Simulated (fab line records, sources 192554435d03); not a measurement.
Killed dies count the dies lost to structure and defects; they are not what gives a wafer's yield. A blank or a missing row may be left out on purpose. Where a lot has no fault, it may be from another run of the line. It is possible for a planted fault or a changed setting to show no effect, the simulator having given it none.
fab line records	flow n5-finfet
[record] lots = 4	wafers = 12	last-day = 16
route steps=1938 shown BEOL_M11@1566 BEOL_M12@1602 BEOL_M15@1830
lots with no fault: from the same line, run without faults
start-h: hours from the record's opening day to when the first of the lot's shown wafers began	wait-h: hours since the lot's step before	" unchanged from the row above	L1.1+2: a single row standing in for several wafers	- value missing, or start not given	* or withheld: withheld	< > ~ a bound
route shown NAME@n: a module of which the file shows steps, and the number in the route of the first	usual: the fault-free wafers' mean and standard deviation	same: alike in all rows	chamber/n: place in a boat	sites: per-site readings	_std_site: standard deviation across them	_edge_site: outer sites' mean less inner sites'	radius-mm: for every site, how far away it sits from the centre of the wafer	mask NAME#n: copy n	behind: the most recent tool/chamber to have shaped the wafer	hold: what put the lot on hold/how long, in hours/how the hold closed	device: names the non-switching transistor (n, p or np)	end of line: tests run on the same wafers once the route is complete	where a step has no rows: the recipe by itself	killed: not the wafer's yield, but the dies lost to structure and defects at the first sort	map: a wafer's dies, x killed, . not, _ none there
set.NAME: the setting as run; set.NAME@STEP: as run at that earlier step	model.NAME: the simulator's own value behind a step, which no gauge read
certain route steps with their lots: each step a table, each wafer a row
services: a tool's chamber out of use, with start hour (start-h, from the record's first day; less than 0 if before it), hours out, and reason
[[steps]]
[step N5_BEOL_M11_PEB_26]
[recipe] peb-temp-c = withheld	peb-time-s = 60	resist = CAR-ArF
[step N5_BEOL_M11_DEVELOP_27]
[recipe] develop-time-s = 30	developer = TMAH	resist = CAR-ArF	rinse-liquid = diw	dry = air-spin	dev-temp-c = 23
[step N5_BEOL_M11_DESCUM_33]
[recipe] chemistry = O2	time-s = 7.9	source-power-w = 50	bias-power-w = 20	pressure-mtorr = 20	rf-frequency-hz = 2.712e+07	temp-c = 40	resist = CAR-ArF	o2-flow-sccm = 225
[step N5_BEOL_M11_ETCH_65]
[recipe] chemistry = CF4	target = SiARC	target-depth-a = 390	mask-material = CAR-ArF	time-s = 65	ion-energy-ev = 80	pressure-mtorr = 40	source-w = 545	bias-w = 36	Ar_flow_sccm = 100	cf4-flow-sccm = 100	ends = cleared
[step N5_BEOL_M11_ETCH_66]
[recipe] chemistry = N2/H2	target = SOC	target-depth-a = 1200	overetch-a = 240	mask-material = SiARC	temp-c = 40	time-s = 180	ion-energy-ev = 200	pressure-mtorr = 30	source-w = 840	bias-w = 150	n2-flow-sccm = 200	h2-flow-sccm = 200
[step N5_BEOL_M11_STRIP_69]
[recipe] chemistry = N2/H2	temp-c = 40	n2-flow-sccm = 200	h2-flow-sccm = 200	rf-frequency-hz = 6e+07
[step N5_BEOL_M11_VIA_ETCH_34]
[recipe] chemistry = C4F6/O2	target = SiCOH_lowk	target-depth-a = 1845	mask-material = SOC	taper-deg = 4	time-s = 69.2	ion-energy-ev = 250	pressure-mtorr = 30	source-w = 345	bias-w = 185	Ar_flow_sccm = 300	C4F6_flow_sccm = 10	O2_flow_sccm = 10
[step N5_BEOL_M11_STRIP_73]
[recipe] chemistry = C4F6/O2	resist = SiARC	rf-frequency-hz = 6e+07
[step N5_BEOL_M11_STRIP_36]
[recipe] chemistry = N2/H2	power-w = 450	temp-c = 40	pressure-mtorr = 20	rf-frequency-hz = 6e+07	overash-fraction = 0.3	bias-power-w = 7	h2-frac = 0.5	n2-flow-sccm = 200	h2-flow-sccm = 200
[step N5_BEOL_M11_TRENCH_ETCH_37]
[recipe] chemistry = C4F6/O2	target-depth-a = 1488.3	target = SiCOH_lowk	time-s = 48	ion-energy-ev = 250	pressure-mtorr = 30	source-w = 345	bias-w = 185	Ar_flow_sccm = 300	C4F6_flow_sccm = 10	O2_flow_sccm = 10
[usual] chamber-pressure-mTorr = 30.000/0.028	drypump-motor-current-A = 5.8/0.38	oes_ar_750_au = 0.79/0.094	oes-product-au = 0.79/0.1	rf-vpp-V = 665/9.6	showerhead-plenum-p-Torr = 2.83/0.11	throttle-valve-pct = 21.01/0.29
lot.wafer	tool	chamber	start-h	wait-h	chamber-pressure-mTorr	drypump-motor-current-A	oes_ar_750_au	oes-product-au	rf-hours-counter-h	rf-vpp-V	showerhead-plenum-p-Torr	throttle-valve-pct	model.etch.depth-nm	model.BEOL_M11.feature-depth-nm
L981.1	rie-diel-01	2	244.23	-	29.965	5.2	0.90	0.90	31	671	2.78	20.79	154.6	154.6
L981.3	"	1	"	"	29.995	6.1	0.70	0.70	231	665	2.81	21.18	145.8	145.8
L981.4	"	3	"	"	29.994	5.6	0.72	0.71	209	660	2.96	21.27	151	151
L991.1	rie-diel-01	1	300.51	-	29.958	6.1	0.69	0.67	249	666	2.80	21.23	140.1	140
L991.2	"	0	"	"	30.010	6.2	0.69	0.63	245	664	2.70	21.10	127.9	128
L991.4	"	3	"	"	29.999	5.6	0.71	0.69	228	660	2.95	21.31	148.6	148.6
L993.2	rie-diel-01	2	315.58	-	29.977	5.2	0.86	0.79	50	671	2.77	20.80	132.1	132.2
L993.4	"	3	"	"	30.008	5.6	0.70	0.70	-	662	2.94	21.33	150.1	150.2
L993.5	"	0	"	"	29.937	6.2	0.69	0.68	-	664	2.70	21.15	147.2	147.2
L999.1	rie-diel-06	0	346.21	-	30.014	5.7	0.71	0.71	209	653	2.83	21.19	146.7	146.8
L999.2	"	1	"	"	29.990	5.2	0.89	0.91	20	655	2.77	20.34	152.8	152.8
L999.3	"	3	"	"	29.979	6.2	0.70	0.70	210	664	2.81	21.42	147.1	147
[step N5_BEOL_M11_ETCH_41]
[recipe] chemistry = CH3F/O2	target = SiCN	target-depth-a = 426	taper-deg = 2	time-s = 86	ion-energy-ev = 120	mask-material = TiN	pressure-mtorr = 30	source-w = 395	bias-w = 75	Ar_flow_sccm = 150	CH3F_flow_sccm = 30	O2_flow_sccm = 20
[step N5_BEOL_M11_STRIP_77]
[recipe] chemistry = N2/H2	time-s = 10	power-w = 450	temp-c = 40	pressure-mtorr = 20	rf-frequency-hz = 6e+07	bias-power-w = 7	n2-flow-sccm = 200	h2-flow-sccm = 200
[step N5_BEOL_M11_OCD_MEAS_38]
[usual] trench-depth-nm = 149/3.2
lot.wafer	tool	chamber	start-h	wait-h	trench-depth-nm
L981.1	ocd-02	-	244.41	-	155
L981.3	"	-	"	"	146
L981.4	"	-	"	"	151
L991.1	ocd-02	-	300.69	-	140
L991.2	"	-	"	"	128
L991.4	"	-	"	"	149
L993.2	ocd-02	-	315.77	-	131
L993.4	"	-	"	"	151
L993.5	"	-	"	"	147
L999.1	ocd-01	-	346.39	-	146
L999.2	"	-	"	"	153
L999.3	"	-	"	"	147
[step N5_BEOL_M11_HM_STRIP_39]
[recipe] chemistry = peroxide-tin-strip	material = TiN	target-depth-a = 250	temp-c = 50	time-s = 158
[step N5_BEOL_M11_SRD_40]
[recipe] time-s = 30	temp-c = 23	rinse-liquid = diw	dry = ipa-marangoni
[step N5_BEOL_M11_PRECLEAN_42]
[recipe] chemistry = residue-remover	time-s = 60	temp-c = 40
[step N5_BEOL_M11_SRD_43]
[recipe] time-s = 30	temp-c = 23	rinse-liquid = diw	dry = ipa-marangoni
[step N5_BEOL_M11_CURE_72]
[recipe] temp-c = 370	time-s = 120	ambient = DMADMS/He	material = SiCOH_lowk
[step N5_BEOL_M11_DEGAS_44]
[recipe] ambient = vacuum	temp-c = 250	time-s = 60
[step N5_BEOL_M11_PRE_CLEAN_45]
[recipe] gas = H2/He	time-s = 30	temp-c = 250
[step N5_BEOL_M11_ALD_74]
[recipe] material = TaN	target-thk-a = 20	temp-c = 275	ald-precursor-family = PDMAT	ald-co-reactant = NH3	pressure-torr = 3	carrier-flow-sccm = 1500	pulse-time-s = 2	purge-time-s = 3	co-reactant-purge-time-s = 2	co-reactant-pulse-time-s = 3	ald-cycles = 40	precursor-vessel-temp-c = 75	precursor-vessel-pressure-torr = 26.25	precursor-vessel-carrier-sccm = 1000
[step N5_BEOL_M11_SURFACE_TREAT_76]
[recipe] gas = Ar	time-s = *	ion-energy-ev = *	ion-current-ma-cm2 = 0.5	pressure-mtorr = *	ar-flow-sccm = 30
[step N5_BEOL_M11_CVD_75]
[recipe] material = Co	target-thk-a = 20	temp-c = withheld	precursor = CCTBA/H2	pressure-torr = 30	time-s = 138.9
[step N5_BEOL_M11_SPUTTER_48]
[recipe] material = Cu	target-thk-a = 120	temp-c = -20	bias-v = 60	power-w = 26000	chamber-pressure-pa = 0.13	time-s = 2
[step N5_BEOL_M11_ECD_50]
[recipe] material = Cu	target-thk-a = 3180
[step N5_BEOL_M11_ANNEAL_51]
[recipe] temp-c = 225	time-s = 90	ambient = N2
[step N5_BEOL_M11_CMP_52]
[recipe] stop-on = SiCOH_lowk	t-overpolish-s = 7	down-force-psi = 1	platen-rpm = 50	clearing-platen-down-force-psi = 1.5	clearing-platen-rpm = 50	post-cmp-clean = cu-alkaline	target-thk-nm = 140	clearing-platen-pad-velocity-m-s = 0.99484	pad-velocity-m-s = 0.99484
[usual] barrier-field-endpoint-s = 29.0/0.81	motor-current-A = 6.0/0.48	overpolish-run-s = 7.000/0.0094	slurry-flow-ml-min = 150.0/0.46	time-to-endpoint-s = 67/3.4
lot.wafer	tool	chamber	start-h	wait-h	barrier-field-endpoint-s	motor-current-A	overpolish-run-s	slurry-flow-ml-min	time-to-endpoint-s	model.Cu_of_BEOL_M11_ECD_50.thk-nm
L981.3	cmp-04	0	246.80	0.5	28.0	5.7	6.991	150.1	66	134.8
L981.4	"	1	"	"	27.7	5.6	6.995	150.9	64	142
L981.1	"	2	"	"	27.0	6.1	7.002	149.5	63	144.4
L991.1	cmp-03	3	302.67	0.3	28.0	5.3	7.000	149.5	59	129.2
L991.4	"	0	"	"	28.5	5.9	7.001	149.9	64	138.4
L991.2	"	2	"	"	29.2	5.5	7.007	150.8	65	119.4
L993.4	cmp-03	2	318.56	0.1	29.0	5.2	7.002	149.5	65	140.4
L993.2	"	1	"	"	28.2	6.3	7.004	149.6	62	122.8
L993.5	"	2	"	"	29.9	5.4	6.983	150.2	68	138.2
L999.1	cmp-03	1	349.89	0.3	29.0	6.0	7.003	150.1	65	138
L999.2	"	2	"	"	30.4	5.3	6.986	148.8	68	142.4
L999.3	"	3	"	"	28.8	5.5	7.008	149.5	62	137.8
[step N5_BEOL_M11_THK_MEAS_53]
[recipe] thk-meas-gauge = xrf	reads = Cu_of_BEOL_M11_ECD_50
[usual] M11_THK = 138/3.4
lot.wafer	tool	chamber	start-h	wait-h	M11_THK[nm]
L981.1	film-metro-01	-	247.09	-	141
L981.3	"	-	"	"	131
L981.4	"	-	"	"	139
L991.1	film-metro-02	-	302.97	-	128
L991.2	"	-	"	"	119
L991.4	"	-	"	"	137
L993.2	film-metro-02	-	318.86	-	120
L993.4	"	-	"	"	138
L993.5	"	-	"	"	135
L999.1	film-metro-01	-	350.18	-	136
L999.2	"	-	"	"	140
L999.3	"	-	"	"	137
[step N5_BEOL_M11_PRE_CLEAN_55]
[recipe] gas = NH3	time-s = 15	temp-c = withheld	rf-power-w = 300
[step N5_BEOL_M11_DEP_56]
[recipe] material = SiCN	target-thk-a = 300	temp-c = withheld	precursor = 3MS/NH3	pressure-torr = 3	rf-w = 675	time-s = 10.5
[step N5_BEOL_M11_RS_MEAS_57]
[recipe] thk-meas-gauge = four-point-probe	reads = Cu_of_BEOL_M11_ECD_50+Co_of_BEOL_M11_CVD_75+TaN_of_BEOL_M11_ALD_74
[usual] M11_RS = 0.151/0.0041
lot.wafer	tool	chamber	start-h	wait-h	M11_RS[ohm/sq]
L981.1	film-metro-01	-	247.22	0.0	0.146
L981.3	"	-	"	"	0.157
L981.4	"	-	"	"	0.149
L991.1	film-metro-01	-	303.09	0.0	0.165
L991.2	"	-	"	"	0.180
L991.4	"	-	"	"	0.153
L993.2	film-metro-02	-	318.98	0.0	0.175
L993.4	"	-	"	"	0.150
L993.5	"	-	"	"	0.153
L999.1	film-metro-01	-	350.30	0.0	0.153
L999.2	"	-	"	"	0.148
L999.3	"	-	"	"	0.153
[step N5_BEOL_M12_ILD_DEP_00]
[recipe] material = SiOC	target-thk-a = 6589.2	temp-c = 350	precursor = DEMS/O2	pressure-torr = 5	rf-w = 500	time-s = 130.7
[step N5_BEOL_M12_COAT_58]
[recipe] resist = BARC	temp-c = 205	time-s = 60	spin-rpm = 1500	resist-thk-nm = 89
[step N5_BEOL_M12_COAT_04]
[recipe] spin-rpm = 1625	resist-thk-nm = 400
[step N5_BEOL_M12_EBR_06]
[recipe] solvent = PGMEA	ebr-width-mm = 1.5
[step N5_BEOL_M12_SOFTBAKE_05]
[recipe] temp-c = 130	time-s = 60
[step N5_BEOL_M15_RC_MEAS_101]
[usual] COMB_M10 = 1.5e-11/3.1e-12	COMB_M10_max_site = 2.1e-11/5e-12	COMB_M11 = 1.5e-11/3.2e-12	COMB_M12 = 6.5e-12/1.3e-12	COMB_M13 = 5.1e-12/1.1e-12	COMB_M14 = 4.1e-12/8.3e-13	COMB_M15 = 3e-12/6.1e-13	COMB_M5 = 3.8e-11/7.2e-12	COMB_M6 = 2.5e-11/5.3e-12	COMB_M7 = 2.6e-11/5.4e-12	COMB_M8 = 2.6e-11/5.6e-12	COMB_M9 = 1.5e-11/3.2e-12	SERP_M10 = 3.04/0.068	SERP_M11 = 3.05/0.1	SERP_M11_max_site = 3.14/0.11	SERP_M12 = 0.628/0.014	SERP_M13 = 0.309/0.0064	SERP_M14 = 0.159/0.0036	SERP_M14_max_site = 0.161/0.0037	SERP_M5 = 38.7/1.7	SERP_M6 = 13.8/0.56	SERP_M7 = 13.6/0.55	SERP_M8 = 13.6/0.43	SERP_M9 = 3.06/0.093
lot.wafer	tool	chamber	start-h	wait-h	COMB_M10[S/m]	COMB_M10_max_site[S/m]	COMB_M11[S/m]	COMB_M12[S/m]	COMB_M13[S/m]	COMB_M14[S/m]	COMB_M15[S/m]	COMB_M5[S/m]	COMB_M6[S/m]	COMB_M7[S/m]	COMB_M8[S/m]	COMB_M9[S/m]	SERP_M10[ohm/um]	SERP_M11[ohm/um]	SERP_M11_max_site[ohm/um]	SERP_M12[ohm/um]	SERP_M13[ohm/um]	SERP_M14[ohm/um]	SERP_M14_max_site[ohm/um]	SERP_M5[ohm/um]	SERP_M6[ohm/um]	SERP_M7[ohm/um]	SERP_M8[ohm/um]	SERP_M9[ohm/um]
L981.1	prober-02	0	271.71	0.0	1.6e-11	2.5e-11	1.1e-11	6.2e-12	3.7e-12	3.5e-12	3.5e-12	4.5e-11	2.2e-11	2.1e-11	2.7e-11	9e-12	3.06	2.88	2.98	0.628	0.314	0.158	0.159	40.1	12.8	13.5	14.5	3.06
L981.3	"	0	"	"	1e-11	1.8e-11	1.5e-11	5.6e-12	3.8e-12	3.3e-12	2.1e-12	3.9e-11	2.6e-11	2e-11	3.6e-11	9e-12	3.11	3.16	3.26	0.623	0.298	0.163	0.166	38.7	13.3	13.6	13.8	3.11
L981.4	"	0	"	"	1.7e-11	2.2e-11	1.3e-11	5.5e-12	5.7e-12	3.5e-12	2e-12	4.5e-11	1.9e-11	2.4e-11	2.1e-11	1.1e-11	3.16	2.94	3.02	0.635	0.312	0.163	0.164	38.0	13.1	13.9	13.7	2.96
L991.1	prober-02	0	336.84	0.0	1.8e-11	2.6e-11	1.2e-11	5.1e-12	3.7e-12	3.2e-12	2.6e-12	3.5e-11	3.1e-11	3.1e-11	2.3e-11	1.5e-11	3.02	3.28	3.36	0.614	0.309	0.156	0.157	37.9	14.3	15.0	14.1	3.00
L991.2	"	0	"	"	1.2e-11	1.9e-11	1.4e-11	5e-12	3.6e-12	4.6e-12	3e-12	3.7e-11	2.6e-11	3.3e-11	2.2e-11	2.3e-11	2.97	3.71	3.83	0.590	0.316	0.153	0.155	37.8	14.0	13.6	13.6	3.04
L991.4	"	0	"	"	2e-11	2.7e-11	1.5e-11	5.7e-12	4.2e-12	3.5e-12	2.7e-12	3.6e-11	3.7e-11	3.1e-11	2.6e-11	1.9e-11	3.01	3.08	3.18	0.606	0.316	0.157	0.159	35.7	13.5	13.4	13.9	3.17
L993.2	prober-02	0	344.82	0.2	1.2e-11	1.9e-11	1.3e-11	7.8e-12	3.9e-12	3.8e-12	3.7e-12	3.5e-11	1.9e-11	2.9e-11	2.5e-11	1.6e-11	3.05	3.58	3.72	0.619	0.309	0.160	0.161	36.1	13.9	13.4	13.8	3.06
L993.4	"	0	"	"	1.1e-11	1.1e-11	1.1e-11	6e-12	4.8e-12	2.8e-12	2.6e-12	4.3e-11	1.9e-11	2.7e-11	2.4e-11	2e-11	3.01	3.08	3.12	0.637	0.308	0.160	0.161	37.0	13.1	14.0	13.1	3.17
L993.5	"	0	"	"	9e-12	1.3e-11	9e-12	7e-12	5.5e-12	3.9e-12	3.1e-12	3.8e-11	2.5e-11	2.6e-11	2.7e-11	1.8e-11	3.05	3.08	3.19	0.627	0.310	0.158	0.160	37.1	13.5	14.1	13.6	3.09
L999.1	prober-01	0	380.52	0.0	1.3e-11	1.9e-11	1.8e-11	6.2e-12	5.7e-12	4.6e-12	2.8e-12	3.4e-11	2.5e-11	2.8e-11	2e-11	1.4e-11	3.02	3.08	3.22	0.615	0.311	0.162	0.164	38.8	13.8	13.9	14.1	3.03
L999.2	"	0	"	"	1.7e-11	3e-11	1.8e-11	9.4e-12	7e-12	3.8e-12	3.7e-12	3.1e-11	2.8e-11	2.6e-11	2.6e-11	1.4e-11	2.95	2.96	3.09	0.608	0.302	0.165	0.167	36.4	13.7	13.8	13.6	3.07
L999.3	"	0	"	"	1.9e-11	2.9e-11	1.2e-11	9.2e-12	5.4e-12	4.4e-12	3.7e-12	3.1e-11	2.5e-11	2.6e-11	1.8e-11	1.1e-11	2.96	3.08	3.20	0.625	0.300	0.160	0.162	39.7	13.6	14.3	14.1	3.10
// sites SERP_M11 radius-mm=0,75,75,75,75,140,140,140,140
L981.1 2.86 2.88 2.92 2.87 2.88 2.85 2.98 2.90 2.88
L991.1 3.31 3.36 3.33 3.29 3.26 3.27 3.21 3.24 3.28
L993.2 3.47 3.48 3.59 3.51 3.58 3.55 3.72 3.58 3.68
L999.1 2.99 3.08 3.00 3.08 3.04 3.22 3.14 3.11 3.14
[[services]]
tool	chamber	start-h	hours	kind
cmp-03	-	230.98	19.1	repair
cmp-04	-	235.93	5.2	pm
cmp-04	-	243.75	1.7	repair
rie-diel-01	0	249.43	3.8	repair
rie-diel-06	1	259.30	-	clean
rie-diel-06	1	259.30	-	consumable-replace:focus-ring
rie-diel-06	1	259.30	16.3	scheduled-down
rie-diel-06	1	259.30	16.3	vent-cycle
rie-diel-01	2	265.90	16.8	repair
cmp-04	-	291.40	4.0	pm
cmp-04	-	295.40	-	consumable-replace:conditioner
cmp-04	-	295.40	-	consumable-replace:pad
rie-diel-01	1	303.50	-	clean
rie-diel-01	1	303.50	-	consumable-replace:focus-ring
rie-diel-01	1	303.50	23.9	scheduled-down
rie-diel-01	1	303.50	23.9	vent-cycle
cmp-03	-	320.24	0.8	repair
cmp-03	-	322.89	7.7	pm
rie-diel-01	0	327.72	-	clean
rie-diel-01	0	327.72	-	consumable-replace:focus-ring
rie-diel-01	0	327.72	-	consumable-replace:showerhead
cmp-03	-	333.23	4.0	pm
cmp-03	-	337.23	-	consumable-replace:conditioner
cmp-03	-	337.23	-	consumable-replace:pad
[[key]]
[first-sign] step = N5_BEOL_M11_OCD_MEAS_38	reading = trench-depth-nm	direction = down	sigmas = 6	usual = 149	struck = 129
[effect] step = N5_BEOL_M11_THK_MEAS_53	reading = M11_THK	direction = down	sigmas = 5.5	usual = 138	struck = 120
[effect] step = N5_BEOL_M11_RS_MEAS_57	reading = M11_RS	direction = up	sigmas = 6.5	usual = 0.151	struck = 0.177
[effect] step = N5_BEOL_M15_RC_MEAS_101	reading = SERP_M11	direction = up	sigmas = 5.9	usual = 3.05	struck = 3.64
[model-effect] step = N5_BEOL_M11_TRENCH_ETCH_37	value = etch.depth-nm	without = 149	struck = 130
[model-effect] step = N5_BEOL_M11_CMP_52	value = Cu_of_BEOL_M11_ECD_50.thk-nm	without = 140.1	struck = 121.1
met-at N5_BEOL_M11_TRENCH_ETCH_37
struck-wafers L991.2,L993.2
sort-left-out L991.2,L993.2
onset-between 244.23 300.51
[fault] kind = process-parameter-drift	tool = rie-diel-01	chamber = -	onset-h = 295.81	steps = N5_BEOL_M11_TRENCH_ETCH_37	channel = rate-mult	offset = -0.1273	shape = step	end-h = 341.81	scope = struck-wafers-only
// sort-left-out: the simulated sort isn't trusted on such a fault, so these wafers' sort isn't shown, and their yield isn't known
